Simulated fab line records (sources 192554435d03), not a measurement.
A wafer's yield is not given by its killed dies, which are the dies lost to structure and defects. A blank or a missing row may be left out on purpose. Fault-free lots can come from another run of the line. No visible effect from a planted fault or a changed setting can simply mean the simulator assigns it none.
Which tool did it? | flow n5 finfet | Sampling: 24 lots, 72 wafers, 4 of 1938 route steps

== WHAT EACH GAUGE READ, for each wafer ==
N5_BEOL_M11_THK_MEAS_01. Usual: M11_ILD_THK gives 267 nm (standard deviation 3.7).
lot  | measured     | on            | M11_ILD_THK (nm) | flag
L075 | day 10 10:54 | film metro-02 | 266 270 272      |
L074 | day 10 13:27 | film metro-01 | 265 266 266      |
L077 | day 10 17:23 | film metro-01 | 261 268 263      |
L076 | day 10 20:06 | film metro-01 | 265 262 267      |
L078 | day 11 18:36 | film metro-02 | 261 266 267      |
L079 | day 11 18:59 | film metro-01 | 264 269 274      |
L081 | day 12 04:08 | film metro-01 | 264 272 273      |
L082 | day 12 12:38 | film metro-02 | 265 264 259      |
L080 | day 12 20:08 | film metro-01 | 268 269 272      |
L083 | day 12 22:54 | film metro-02 | 262 264 268      |
L085 | day 13 07:01 | film metro-02 | 264 270 270      |
L086 | day 13 07:17 | film metro-02 | 265 270 269      |
L084 | day 13 10:31 | film metro-02 | 263 270 267      |
L088 | day 13 14:37 | film metro-01 | 265 267 269      |
L087 | day 13 15:34 | film metro-02 | 263 265 270      |
L089 | day 14 05:31 | film metro-01 | 266 262 264      |
L090 | day 14 05:58 | film metro-02 | 271 267 269      |
L092 | day 14 13:44 | film metro-01 | 275 268 271      |
L093 | day 15 01:14 | film metro-02 | 266 270 264      |
L091 | day 15 01:32 | film metro-02 | 266 266 271      |
L094 | day 15 08:47 | film metro-02 | 266 268 269      |
L095 | day 15 14:45 | film metro-01 | 264 265 266      |
L096 | day 15 23:31 | film metro-01 | 260 262 268      |
L097 | day 16 22:16 | film metro-01 | 271 267 274      |

N5_BEOL_M11_OVL_MEAS_12. Usual: M11_OVL gives 0.2 nm (standard deviation 0.71).
lot  | measured     | on         | M11_OVL (nm)   | flag
L075 | day 10 13:15 | overlay-02 | -0.8 0.8 0.4   |
L074 | day 10 14:16 | overlay-02 | 0.3 -0.8 0.0   |
L077 | day 10 18:13 | overlay-02 | 0.2 0.5 0.8    |
L076 | day 10 21:07 | overlay-01 | 1.7 1.9 1.1    |
L078 | day 11 22:37 | overlay-02 | 0.6 0.4 0.2    |
L079 | day 11 22:47 | overlay-01 | 1.0 1.0 0.9    |
L081 | day 12 04:57 | overlay-01 | 0.7 0.4 -0.3   |
L082 | day 12 14:29 | overlay-02 | 1.9 0.3 1.2    |
L080 | day 12 21:46 | overlay-02 | -0.3 0.8 0.8   |
L083 | day 13 00:50 | overlay-02 | 0.4 1.5 0.7    |
L085 | day 13 08:21 | overlay-01 | -0.9 1.1 1.0   |
L086 | day 13 08:31 | overlay-01 | -0.2 -0.6 0.2  |
L084 | day 13 12:11 | overlay-02 | -0.1 -0.3 -0.8 |
L088 | day 13 17:10 | overlay-01 | -0.3 -0.5 0.0  |
L087 | day 13 17:22 | overlay-02 | 0.1 -0.5 -0.6  |
L089 | day 14 06:16 | overlay-01 | 0.7 -0.4 1.7   |
L090 | day 14 06:42 | overlay-02 | 0.5 0.0 -0.1   |
L092 | day 14 16:44 | overlay-02 | -0.6 -1.0 -0.8 |
L093 | day 15 02:17 | overlay-01 | 0.5 0.5 0.2    |
L091 | day 15 02:31 | overlay-01 | 0.2 0.0 0.3    |
L094 | day 15 10:05 | overlay-01 | -0.2 -1.1 -0.1 |
L095 | day 15 16:28 | overlay-01 | 0.3 0.3 0.5    |
L096 | day 16 01:59 | overlay-02 | -0.5 -0.5 -0.2 |
L097 | day 17 00:25 | overlay-01 | 1.2 1.3 -0.2   |

== WHAT TOOL EACH LOT RAN ON (gives the tool, then ch and the chambers of the sampled wafers, and finally the start) ==
lot  | N5_BEOL_M10_SPUTTER_48       | N5_BEOL_M11_HM_DEP_02
L075 | pvd sputter-02, day 10 09:16 | pvd sputter-02, day 10 12:43
L074 | pvd sputter-01, day 10 10:35 | pvd sputter-02, day 10 13:44
L077 | pvd sputter-01, day 10 15:40 | pvd sputter-03, day 10 17:41
L076 | pvd sputter-03, day 10 17:49 | pvd sputter-02, day 10 20:35
L078 | pvd sputter-02, day 11 16:59 | pvd sputter-03, day 11 22:05
L079 | pvd sputter-03, day 11 17:05 | pvd sputter-03, day 11 22:11
L081 | pvd sputter-02, day 12 02:31 | pvd sputter-03, day 12 04:25
L082 | pvd sputter-02, day 12 10:19 | pvd sputter-02, day 12 13:56
L080 | pvd sputter-03, day 12 18:31 | pvd sputter-03, day 12 21:22
L083 | pvd sputter-03, day 12 20:49 | pvd sputter-01, day 13 00:18
L085 | pvd sputter-03, day 13 04:52 | pvd sputter-01, day 13 07:50
L086 | pvd sputter-03, day 13 05:19 | pvd sputter-01, day 13 07:56
L084 | pvd sputter-01, day 13 08:26 | pvd sputter-02, day 13 11:47
L088 | pvd sputter-03, day 13 12:59 | pvd sputter-03, day 13 16:38
L087 | pvd sputter-03, day 13 13:53 | pvd sputter-01, day 13 16:50
L089 | pvd sputter-01, day 14 03:50 | pvd sputter-02, day 14 05:45
L090 | pvd sputter-01, day 14 03:55 | pvd sputter-01, day 14 06:11
L092 | pvd sputter-01, day 14 12:10 | pvd sputter-02, day 14 16:13
L093 | pvd sputter-02, day 14 23:20 | pvd sputter-01, day 15 01:53
L091 | pvd sputter-02, day 14 23:25 | pvd sputter-01, day 15 01:59
L094 | pvd sputter-02, day 15 06:42 | pvd sputter-01, day 15 09:41
L095 | pvd sputter-02, day 15 13:05 | pvd sputter-03, day 15 15:56
L096 | pvd sputter-02, day 15 21:26 | pvd sputter-03, day 16 01:28
L097 | pvd sputter-03, day 16 20:39 | pvd sputter-03, day 17 00:01
- N5_BEOL_M10_SPUTTER_48: material Cu, target thk 12 nm, time 2 s.
- N5_BEOL_M11_HM_DEP_02: deposits TiN, target thk 20 nm.

== WHAT THE TOOLS THEMSELVES READ (means of the sampled wafers that have a number; where no wafer has one, the mark that the record gives instead) ==
N5_BEOL_M10_SPUTTER_48. Usual: throttle valve pct at 30.4 %, with a standard deviation of 0.93.
lot  | tool           | throttle valve pct (%) | flag
L075 | pvd sputter-02 | 30.2                   |
L074 | pvd sputter-01 | 29.9                   |
L077 | pvd sputter-01 | 30.5                   |
L076 | pvd sputter-03 | 30.1                   |
L078 | pvd sputter-02 | 30.0                   |
L079 | pvd sputter-03 | 30.3                   |
L081 | pvd sputter-02 | 30.8                   |
L082 | pvd sputter-02 | 30.2                   |
L080 | pvd sputter-03 | 30.9                   |
L083 | pvd sputter-03 | 30.3                   |
L085 | pvd sputter-03 | 30.3                   |
L086 | pvd sputter-03 | 30.5                   |
L084 | pvd sputter-01 | 29.3                   |
L088 | pvd sputter-03 | 30.2                   |
L087 | pvd sputter-03 | 30.5                   |
L089 | pvd sputter-01 | 30.4                   |
L090 | pvd sputter-01 | 30.8                   |
L092 | pvd sputter-01 | 29.7                   |
L093 | pvd sputter-02 | 30.8                   |
L091 | pvd sputter-02 | 30.2                   |
L094 | pvd sputter-02 | 30.6                   |
L095 | pvd sputter-02 | 30.3                   |
L096 | pvd sputter-02 | 30.7                   |
L097 | pvd sputter-03 | 29.9                   |

N5_BEOL_M11_HM_DEP_02. Usual: throttle valve pct at 30.2 %, with a standard deviation of 0.92.
lot  | tool           | throttle valve pct (%) | flag
L075 | pvd sputter-02 | 30.7                   |
L074 | pvd sputter-02 | 30.1                   |
L077 | pvd sputter-03 | 29.9                   |
L076 | pvd sputter-02 | 30.6                   |
L078 | pvd sputter-03 | 29.9                   |
L079 | pvd sputter-03 | 30.3                   |
L081 | pvd sputter-03 | 30.4                   |
L082 | pvd sputter-02 | 30.2                   |
L080 | pvd sputter-03 | 29.4                   |
L083 | pvd sputter-01 | 30.7                   |
L085 | pvd sputter-01 | 30.0                   |
L086 | pvd sputter-01 | 30.9                   |
L084 | pvd sputter-02 | 30.3                   |
L088 | pvd sputter-03 | 29.8                   |
L087 | pvd sputter-01 | 30.1                   |
L089 | pvd sputter-02 | 30.3                   |
L090 | pvd sputter-01 | 31.1                   |
L092 | pvd sputter-02 | 30.7                   |
L093 | pvd sputter-01 | 29.3                   |
L091 | pvd sputter-01 | 30.3                   |
L094 | pvd sputter-01 | 29.3                   |
L095 | pvd sputter-03 | 30.3                   |
L096 | pvd sputter-03 | 29.8                   |
L097 | pvd sputter-03 | 30.1                   |

== THE ANSWER, worked out from the rows above alone ==
Rule: lot off if the mean of its wafers having a number is beyond 3 standard deviations from the usual mean. A lot without any number at a reading at which 4 lots or more have one is off too. Where the step has rows for the other lots, those lots are counted as sound. Order of review: gauges by route order, followed by the tools' own readings, for which a lot's mean as printed above is used. The first step at which some lot is off is used, and at that step the reading that is off furthest; a lot without a number counts as furthest.
Nothing can be told from this: no lot is off at any reading shown.

== WHAT THE SIMULATOR HAD PUT IN ==
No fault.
